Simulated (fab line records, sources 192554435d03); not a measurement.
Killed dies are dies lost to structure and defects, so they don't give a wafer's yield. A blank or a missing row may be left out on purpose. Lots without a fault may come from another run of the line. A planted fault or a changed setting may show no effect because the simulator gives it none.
fab line records | flow n5_finfet
record lots=6 wafers=17 last_day=18
route steps=1938 shown FIN_SAQP@123 BEOL_M4@1111 PASSIVATION@1936
lots that met no fault: from a run of the same line without faults
start_h: hours from the record's first day to the start of the lot's first wafer shown | wait_h: hours since the lot's step before | " the same as in the row above | L1.1+2: a row that stands for several wafers | - no value, or no start given | * or withheld: withheld | < > ~ a bound
route shown NAME@n: a module of which the file shows steps, and the number in the route of the first | usual: mean/standard deviation of fault-free wafers | same: alike in all rows | chamber/n: place in a boat | sites: the reading at each site | _std_site: their standard deviation | _edge_site: outer sites' mean less inner sites' | radius_mm: how far each site lies from the wafer's centre | mask NAME#n: copy n | behind: the tool/chamber that last shaped the wafer | hold: why the lot was held/for how many hours/how that ended | device: the transistor (n, p or np) that didn't switch | end of line: the same wafers' tests at the end of the route | a step without rows: its recipe alone | killed: dies lost to structure and defects at the first sort, not the wafer's yield | map: a wafer's dies, x killed, . not, _ none there
set.NAME: the setting as run; set.NAME@STEP: as run at that earlier step | model.NAME: the simulator's own value behind a step, which no gauge read
lots at some steps of the route; a table a step, a row a wafer
services: from which hour (start_h, from the record's first day; less than 0 if before it) a tool's chamber was out of use, for how many hours, and why
## steps
# step N5_FIN_SAQP_SRD_66
# recipe dry=ipa_marangoni time_s=30 temp_c=23 rinse_liquid=diw
# step N5_FIN_SAQP_RECESS_75
# recipe chemistry=HF/NH3 target=SiO2 target_depth_a=144 afs_cycles=3 temp_c=30 sublimation_temp_c=180 sublimation_time_s=60
# step N5_FIN_SAQP_SPACER1_ALD_24
# recipe material=SiO2 target_thk_a=203 temp_c=300 ald_precursor_family=BDEAS ald_co_reactant=O2-plasma pulse_time_s=1 purge_time_s=2 co_reactant_purge_time_s=2 ald_cycles=218 pressure_torr=2
# usual heater_power_w=475/39 precursor_pulse_height_rel=1.002/0.02
# same ald_cycles=218
# columns lot.wafer tool chamber start_h wait_h heater_power_w precursor_pulse_height_rel
L121.2 ald_sin-04 2 23.93 0.4 541 1.008
L121.4 " 1 " " 443 1.002
L121.6 " 0 " " 431 1.001
L123.1 ald_sin-01 0 35.64 0.6 509 0.988
L123.2 " 3 " " 504 1.021
L123.5 " 1 " " 446 0.971
L124.1 ald_sin-01 3 41.22 0.3 479 1.018
L124.3 " 1 " " 428 0.995
L124.6 " 3 " " 480 1.022
L131.3 ald_sin-02 0 83.51 0.1 507 0.949
L131.5 " 2 " " 517 0.990
L131.6 " 3 " " 399 1.005
L134.4 ald_sin-01 2 103.25 0.5 484 1.017
L134.5 " 3 " " 496 0.981
L134.6 " 1 " " 438 1.021
L141.2 ald_sin-04 1 144.54 0.5 445 1.009
L141.6 " 0 " " 449 1.022
# step N5_FIN_SAQP_SPACER1_ETCHBACK_25
# recipe chemistry=CHF3/O2 mode=anisotropic_etchback target=SiO2 target_depth_a=244 time_s=12.2 pressure_mtorr=30 source_w=650 bias_w=170 Ar_flow_sccm=200 CHF3_flow_sccm=50 O2_flow_sccm=5 ion_energy_ev=200
# usual bias_w=170.0/0.51 chamber_pressure_mTorr=30.001/0.029 drypump_motor_current_A=5.8/0.42 oes_product_au=0.81/0.094 rf_vpp_V=530/12 showerhead_plenum_p_Torr=2.42/0.1 throttle_valve_pct=18.91/0.2
# columns lot.wafer tool chamber start_h wait_h bias_w chamber_pressure_mTorr drypump_motor_current_A oes_product_au rf_hours_counter_h rf_vpp_V showerhead_plenum_p_Torr throttle_valve_pct
L121.2 rie_diel-02 1 24.68 0.4 170.1 29.976 6.2 0.71 212 524 2.29 18.96
L121.4 " 0 " " 170.1 29.951 6.4 0.78 118 541 2.33 18.96
L121.6 " 0 " " 169.7 30.026 6.4 0.78 - 542 2.33 18.96
L123.1 rie_diel-02 0 36.37 0.4 170.4 30.048 6.4 0.78 122 542 2.33 18.98
L123.2 " 2 " " 170.6 29.970 6.0 0.86 71 536 2.56 18.74
L123.5 " 1 " " 170.4 30.045 6.2 0.71 - 522 2.29 18.95
L124.1 rie_diel-04 1 41.94 0.4 169.8 29.950 6.3 0.99 5 519 2.48 18.86
L124.3 " 0 " " 169.6 29.955 6.3 0.69 234 531 2.37 18.91
L124.6 " 1 " " 169.5 29.976 6.3 1.01 - 519 2.48 18.89
L131.3 rie_diel-03 0 84.27 0.4 169.3 29.983 5.7 0.73 204 510 2.29 19.01
L131.5 " 2 " " 170.0 29.980 5.1 0.74 - 542 2.42 18.88
L131.6 " 1 " " 169.2 30.004 5.9 0.92 - 523 2.48 19.14
L134.4 rie_diel-03 3 103.77 0.2 170.3 29.962 5.4 0.91 - 547 2.56 18.53
L134.5 " 1 " " 169.9 30.005 5.9 0.90 - 523 2.48 19.13
L134.6 " 0 " " 170.0 29.963 5.6 0.71 - 511 2.28 19.02
L141.2 rie_diel-03 0 145.26 0.4 169.4 30.032 5.6 0.71 221 510 2.28 19.02
L141.6 " 1 " " 169.3 30.024 5.9 0.86 - 522 2.47 19.16
# step N5_FIN_SAQP_MANDREL1_REMOVE_56
# recipe chemistry=HBr/Cl2/O2 bt_time_s=10 target=a-Si stop_on=SiNx endpoint=OES-SiCl over_etch_frac=1 icp_w=600 bias_w=22 HBr_flow_sccm=150 Cl2_flow_sccm=80 O2_flow_sccm=5 pressure_mtorr=10
# usual bias_w=21.99/0.063 chamber_pressure_mTorr=10.000/0.0091 drypump_motor_current_A=5.7/0.49 oes_product_au=1.003/0.02 throttle_valve_pct=36.6/0.33
# same bt_time_s=10
# columns lot.wafer tool chamber start_h wait_h bias_w chamber_pressure_mTorr drypump_motor_current_A oes_product_au rf_hours_counter_h throttle_valve_pct
L121.2 rie_si-02 0 24.77 0.1 22.01 9.979 5.4 1.023 54 36.2
L121.4 " 3 " " 21.94 9.992 6.0 0.963 59 36.5
L121.6 " 3 " " 21.94 9.989 6.0 0.967 - 36.6
L123.1 rie_si-01 0 36.46 0.1 21.98 9.987 5.4 1.000 147 36.6
L123.2 " 1 " " 21.97 9.994 5.8 0.989 130 36.8
L123.5 " 1 " " 22.02 10.009 5.8 0.992 - 36.9
L124.1 rie_si-02 2 42.03 0.1 22.01 10.010 5.7 0.996 205 37.1
L124.3 " 1 " " 21.93 9.982 6.6 1.021 5 36.7
L124.6 " 3 " " 21.99 10.002 6.0 0.961 - 36.5
L131.3 rie_si-06 2 84.36 0.1 21.94 10.003 5.1 1.036 176 37.2
L131.5 " 3 " " 21.95 9.982 5.0 0.988 - 36.6
L131.6 " 0 " " 22.05 9.999 5.3 1.014 - 36.5
L134.4 rie_si-02 2 103.82 0.0 22.05 9.997 5.7 0.996 1 36.8
L134.5 " 3 " " 22.01 10.010 6.0 0.973 - 36.6
L134.6 " 2 " " 22.08 10.011 5.7 0.996 - 36.8
L141.2 rie_si-06 0 145.35 0.1 21.98 10.001 5.3 1.010 169 36.5
L141.6 " 0 " " 21.93 10.015 5.3 1.013 - 36.5
# step N5_FIN_SAQP_CD_MEAS_27
# recipe target_cd_nm=20 landing_energy_ev=1000 detector=se_inlens polarity=line
# usual cd_nm=20.34/0.24
# columns lot.wafer tool chamber start_h wait_h cd_nm
L121.2 cd_sem-02 0 24.88 0.1 20.46
L121.4 " 0 " " 20.60
L121.6 " 0 " " 20.21
L123.1 cd_sem-01 0 36.57 0.1 19.88
L123.2 " 0 " " 20.18
L123.5 " 0 " " 20.49
L124.1 cd_sem-01 0 42.14 0.1 20.17
L124.3 " 0 " " 20.54
L124.6 " 0 " " 19.96
L131.3 cd_sem-01 0 84.47 0.1 20.49
L131.5 " 0 " " 20.11
L131.6 " 0 " " 20.49
L134.4 cd_sem-01 0 103.94 0.1 20.38
L134.5 " 0 " " 20.12
L134.6 " 0 " " 20.62
L141.2 cd_sem-01 0 145.46 0.1 20.61
L141.6 " 0 " " 20.05
# step N5_FIN_SAQP_ETCH_57
# recipe chemistry=CH3F/O2 target=SiNx mask_material=SiO2 target_depth_a=325 time_s=46.4 pressure_mtorr=30 source_w=395 bias_w=73 Ar_flow_sccm=150 CH3F_flow_sccm=30 O2_flow_sccm=20 ion_energy_ev=120 ends=cleared
# step N5_FIN_SAQP_ETCH_65
# recipe chemistry=CF4 target=SiO2 target_depth_a=40 ion_energy_ev=350 time_s=4.4 pressure_mtorr=10 icp_w=800 bias_w=400 cf4_flow_sccm=80
# step N5_FIN_SAQP_MANDREL_ETCH_58
# recipe chemistry=HBr/Cl2 target=a-Si target_depth_a=450 bt_time_s=10 stop_on=SiNx mask_material=SiO2 over_etch_frac=0.8 time_s=27 pressure_mtorr=10 icp_w=800 bias_w=75 HBr_flow_sccm=150 Cl2_flow_sccm=80 ends=end_point
# usual bias_w=74.99/0.22 chamber_pressure_mTorr=10.000/0.0088 drypump_motor_current_A=5.8/0.59 oes_product_au=0.702/0.014 throttle_valve_pct=35.42/0.23
# same bt_time_s=10
# columns lot.wafer tool chamber start_h wait_h bias_w chamber_pressure_mTorr drypump_motor_current_A oes_product_au rf_hours_counter_h throttle_valve_pct
L121.2 rie_si-01 1 25.11 0.0 75.01 9.990 5.8 0.684 129 35.71
L121.4 " 3 " " 75.02 10.005 5.1 0.713 6 35.31
L121.6 " 3 " " 75.33 9.997 5.1 0.720 - 35.30
L123.1 rie_si-02 2 36.76 0.0 74.91 10.005 5.7 0.703 205 35.90
L123.2 " 0 " " 75.04 9.988 5.4 0.706 54 35.12
L123.5 " 0 " " 75.26 10.020 5.4 0.724 - 35.10
L124.1 rie_si-01 0 42.41 0.0 74.98 9.999 5.4 0.693 147 35.45
L124.3 " 1 " " 74.92 10.011 5.8 0.692 130 35.71
L124.6 " 3 " " 74.77 10.002 5.1 0.718 - 35.33
L131.3 rie_si-02 3 84.67 0.0 75.26 9.993 6.0 0.685 60 35.45
L131.5 " 3 " " 75.11 10.003 6.0 0.680 - 35.42
L131.6 " 0 " " 74.69 9.996 5.3 0.720 - 35.11
L134.4 rie_si-01 2 104.12 0.0 75.03 9.998 6.7 0.719 130 35.20
L134.5 " 2 " " 74.87 10.013 6.7 0.713 - 35.21
L134.6 " 3 " " 75.00 9.996 5.1 0.712 - 35.30
L141.2 rie_si-02 3 145.65 0.0 75.02 10.003 6.1 0.681 61 35.41
L141.6 " 1 " " 74.86 9.995 6.6 0.721 - 35.59
# step N5_FIN_SAQP_RECESS_63
# recipe chemistry=HF/NH3 target=SiO2 target_depth_a=180 afs_cycles=3 temp_c=30 sublimation_temp_c=180 sublimation_time_s=60
# step N5_FIN_SAQP_COAT_68
# recipe resist=SOC temp_c=250 time_s=60 spin_rpm=1500 resist_thk_nm=100
# step N5_FIN_SAQP_ETCH_69
# recipe chemistry=N2/H2 target=SOC target_depth_a=1500 stop_on=SiNx ion_energy_ev=100 bias_w=61 pressure_mtorr=30 source_w=850 n2_flow_sccm=200 h2_flow_sccm=200
# usual bias_w=61.00/0.19 chamber_pressure_mTorr=29.998/0.026 drypump_motor_current_A=6.0/0.42 oes_product_au=0.81/0.098 rf_vpp_V=240.5/1.4 showerhead_plenum_p_Torr=2.53/0.096 throttle_valve_pct=17.81/0.22
# columns lot.wafer tool chamber start_h wait_h bias_w chamber_pressure_mTorr drypump_motor_current_A oes_product_au rf_hours_counter_h rf_vpp_V showerhead_plenum_p_Torr throttle_valve_pct
L121.2 rie_diel-03 2 25.64 - 60.67 30.026 5.1 0.75 133 240.3 2.57 17.92
L121.4 " 0 " " 61.05 29.993 5.7 0.74 - 239.0 2.41 17.89
L121.6 " 3 " " 60.95 30.018 5.5 0.67 - 239.4 2.40 17.89
L123.1 rie_diel-04 1 37.29 - 60.62 29.973 6.3 0.98 3 240.0 2.60 17.66
L123.2 " 2 " " 60.82 29.974 6.3 0.74 162 237.1 2.43 18.13
L123.5 " 1 " " 60.92 29.978 6.3 0.97 - 241.8 2.60 17.65
L124.1 rie_diel-03 2 42.94 - 61.52 29.998 5.1 0.74 141 241.1 2.56 17.93
L124.3 " 1 " " 60.98 29.992 5.9 0.95 2 240.7 2.59 17.77
L124.6 " 1 " " 60.85 29.968 5.9 0.96 - 241.0 2.59 17.76
L131.3 rie_diel-02 0 85.20 - 60.97 29.998 6.4 0.74 141 239.2 2.45 17.98
L131.5 " 3 " " 60.94 30.036 6.3 0.94 - 240.0 2.62 17.86
L131.6 " 2 " " 60.74 30.008 6.0 0.82 - 241.6 2.67 17.59
L134.4 rie_diel-02 2 104.95 - 60.92 30.026 6.0 0.82 96 241.8 2.67 17.59
L134.5 " 1 " " 60.70 30.029 6.2 0.68 - 239.4 2.41 18.01
L134.6 " 0 " " 60.96 29.965 6.4 0.74 - 240.1 2.45 17.99
L141.2 rie_diel-02 2 146.18 - 60.82 30.020 6.0 0.79 112 241.0 2.66 17.62
L141.6 " 0 " " 61.05 30.015 6.4 0.73 - 239.3 2.44 18.02
# step N5_FIN_SAQP_ETCH_67
# recipe chemistry=CH3F/O2 target=SiNx target_depth_a=300 mask_material=SOC pressure_mtorr=30 source_w=395 bias_w=73 Ar_flow_sccm=150 CH3F_flow_sccm=30 O2_flow_sccm=20 ion_energy_ev=120
# usual bias_w=73.02/0.23 chamber_pressure_mTorr=29.997/0.028 drypump_motor_current_A=6.0/0.42 oes_product_au=0.82/0.1 rf_vpp_V=300/5.3 showerhead_plenum_p_Torr=1.99/0.079 throttle_valve_pct=16.38/0.21
# columns lot.wafer tool chamber start_h wait_h bias_w chamber_pressure_mTorr drypump_motor_current_A oes_product_au rf_hours_counter_h rf_vpp_V showerhead_plenum_p_Torr throttle_valve_pct model.etch.depth_nm
L121.2 rie_diel-03 2 25.70 0.0 73.09 29.988 5.1 0.76 133 305 2.01 16.29 29.23
L121.4 " 0 " " 73.31 30.013 5.7 0.74 - 290 1.90 16.47 30.01
L121.6 " 3 " " 73.01 30.042 5.4 0.67 - 303 1.88 16.40 29.74
L123.1 rie_diel-04 1 37.35 0.0 73.09 30.034 6.3 1.01 3 294 2.06 16.34 30.74
L123.2 " 2 " " 72.91 30.058 6.3 0.75 162 301 1.91 16.73 29.91
L123.5 " 1 " " 73.41 29.972 6.3 1.00 - 295 2.06 16.33 30.62
L124.1 rie_diel-03 2 43.00 0.0 73.25 29.994 5.1 0.75 141 306 2.01 16.31 29.17
L124.3 " 1 " " 73.11 29.993 5.9 0.97 2 296 2.06 16.53 29.93
L124.6 " 1 " " 73.34 30.044 5.9 0.96 - 296 2.06 16.54 29.75
L131.3 rie_diel-02 0 85.26 0.0 72.95 29.969 6.4 0.76 141 306 1.93 16.44 29.82
L131.5 " 3 " " 72.51 29.963 6.3 0.96 - 298 2.05 16.25 29.87
L131.6 " 2 " " 73.07 30.000 6.0 0.83 - 305 2.12 16.24 30.98
L134.4 rie_diel-02 2 105.01 0.0 73.31 30.019 6.0 0.84 96 304 2.12 16.25 31.66
L134.5 " 1 " " 72.73 29.978 6.2 0.69 - 296 1.89 16.50 30.43
L134.6 " 0 " " 73.54 29.957 6.4 0.94 - 307 1.92 16.49 42.09
L141.2 rie_diel-02 2 146.24 0.0 72.63 29.989 6.0 1.03 112 303 2.11 16.30 43.66
L141.6 " 0 " " 72.69 29.963 6.4 0.92 - 305 1.92 16.52 41.94
# step N5_FIN_SAQP_STRIP_70
# recipe chemistry=N2/H2 power_w=500 temp_c=40 pressure_mtorr=50 rf_frequency_hz=6e+07 overash_fraction=0.3 bias_power_w=28 h2_frac=0.5 n2_flow_sccm=300 h2_flow_sccm=300
# step N5_BEOL_M4_RC_MEAS_101
# usual DIBL_N=36.3/1.9 DIBL_P=36.0/2.1 IOFF_N=0.16/0.031 IOFF_P=0.21/0.035 ION_N=675/14 ION_P=464/8.5 SS_N=71.5/0.6 SS_P=73.3/0.72 VT_N=250/3.2 VT_P=-250/3.1
# columns lot.wafer tool chamber start_h wait_h DIBL_N[mV/V] DIBL_P[mV/V] IOFF_N[nA/um] IOFF_P[nA/um] ION_N[uA/um] ION_P[uA/um] SS_N[mV/dec] SS_P[mV/dec] VT_N[mV] VT_P[mV]
L121.2 prober-02 0 162.59 0.2 37.5 37.3 0.18 0.25 686 466 71.5 73.6 249 -248
L121.4 " 0 " " 34.3 34.8 0.14 0.21 673 468 71.1 73.7 251 -248
L121.6 " 0 " " 34.8 34.3 0.14 0.20 687 475 70.7 73.3 253 -249
L123.1 prober-01 0 173.88 0.0 33.3 32.1 0.11 0.15 658 456 70.6 72.4 255 -256
L123.2 " 0 " " 34.7 33.8 0.13 0.16 672 460 70.7 72.0 253 -255
L123.5 " 0 " " 35.3 33.9 0.13 0.16 662 446 71.4 73.6 255 -256
L124.1 prober-01 0 182.85 0.0 37.0 39.3 0.19 0.24 691 469 71.5 75.0 243 -250
L124.3 " 0 " " 39.5 42.1 0.25 0.29 700 472 72.5 74.8 242 -249
L124.6 " 0 " " 35.5 37.8 0.18 0.22 704 483 70.8 73.7 244 -250
L131.3 prober-01 0 214.58 0.3 33.5 33.2 0.12 0.16 679 461 71.3 72.8 252 -255
L131.5 " 0 " " 33.7 33.7 0.12 0.17 674 462 70.4 72.7 253 -253
L131.6 " 0 " " 33.7 33.7 0.13 0.17 689 470 71.6 72.6 252 -253
L141.2 prober-01 0 289.53 0.2 36.4 38.6 0.17 0.20 702 473 72.0 73.6 248 -253
L141.6 " 0 " " 36.3 37.3 0.16 0.18 688 464 71.4 73.4 247 -255
L134.4 prober-02 0 320.52 0.5 36.7 36.3 0.15 0.21 676 460 72.0 73.5 252 -249
L134.5 " 0 " " 36.8 37.2 0.16 0.22 674 461 71.2 73.9 251 -254
L134.6 " 0 " " 34.8 34.3 0.12 0.18 658 454 71.0 72.8 255 -253
# step N5_PASSIVATION_PROBE_49
# usual defect_limited_yield=91.0/1.5 killed_at_M0_to_M3=32/9.6 killed_at_M4_up=13/4.7 killed_at_contacts=13/7.2 killed_at_front_end=44/13 killed_at_other=4/3.4 killed_dies=106/18 killed_on_rim=14/4.2 killed_open=70/13 killed_short=35/8 sort_bin_5_function=5.3/0.97 sort_bin_6_memory=3.4/0.73 sort_n_pass=1074/18 sort_yield_pct=91.0/1.5
# same gross_dies=1180 killed_at_back_side=0 sort_bin_4_leakage[%]=0 sort_bin_8_speed[%]=0
# columns lot.wafer tool chamber start_h wait_h defect_limited_yield[%] killed_at_M0_to_M3 killed_at_M4_up killed_at_contacts killed_at_front_end killed_at_other killed_dies killed_on_rim killed_open killed_short sort_bin_5_function[%] sort_bin_6_memory[%] sort_n_pass sort_yield_pct[%]
L141.2 prober-01 - 396.11 0.1 91.3 32 20 14 29 8 103 15 68 34 4.8 3.3 1077 91.3
L141.6 prober-01 - 396.31 0.3 89.2 32 19 18 46 12 127 17 87 40 5.8 4.7 1053 89.2
# killed by level:class
L141.2 BEOL_M4:geometric_particle:open=11 FIN_SAQP:geometric_particle:short=10 MOL_CONTACT_COAG:geometric_particle:open=10 BEOL_M0_SAQP:geometric_particle:open=8 FIN_SAQP:geometric_particle:open=6 BEOL_M2:geometric_particle:open=6 BEOL_M3:geometric_particle:open=6 BEOL_M1:geometric_particle:open=5
L141.6 MOL_CONTACT_COAG:geometric_particle:open=15 FIN_SAQP:geometric_particle:open=12 BEOL_M2:geometric_particle:open=9 BEOL_M4:geometric_particle:open=8 STI_FIN_REVEAL:geometric_particle:open=7 FIN_SAQP:geometric_particle:short=6 BEOL_M1:geometric_particle:open=6 STARTING-WAFER:geometric_particle:open=6
## services
# columns tool chamber start_h hours kind
rie_si-01 0 7.73 4.1 repair
rie_diel-04 - 12.86 0.4 repair
ald_sin-04 3 21.68 7.6 repair
rie_diel-04 - 24.08 0.3 repair
ald_sin-02 - 26.36 14.6 pm
rie_si-01 1 28.59 6.8 repair
rie_si-01 3 35.08 3.5 repair
rie_si-02 - 38.22 2.8 pm
ald_sin-01 - 43.13 2.8 pm
rie_si-06 1 43.62 4.2 repair
rie_diel-03 1 50.89 8.8 repair
rie_diel-02 3 52.36 - clean
rie_diel-02 3 52.36 - consumable_replace:focus_ring
rie_diel-02 3 52.36 12.7 scheduled_down
ald_sin-01 0 64.24 46.6 repair
ald_sin-01 3 77.88 15.3 repair
ald_sin-01 2 78.13 2.4 repair
rie_diel-04 1 98.25 7.9 repair
rie_si-06 - 100.57 14.6 pm
rie_diel-04 - 101.94 0.2 repair
rie_diel-03 2 103.38 6.4 repair
rie_diel-03 0 107.48 11.9 repair
rie_diel-04 0 111.02 1.2 repair
rie_si-06 - 128.46 0.8 repair
## key
first_sign none at tools or gauges
model_effect step=N5_FIN_SAQP_ETCH_67 value=etch.depth_nm without=30.48 struck=42.57
met_at N5_FIN_SAQP_ETCH_67
struck_wafers L134.6,L141.2,L141.6
onset_between 85.26 105.01
fault kind=process_parameter_drift tool=rie_diel-02 chamber=- onset_h=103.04 steps=N5_FIN_SAQP_ETCH_67 channel=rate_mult offset=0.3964 shape=step end_h=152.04 scope=struck_wafers_only
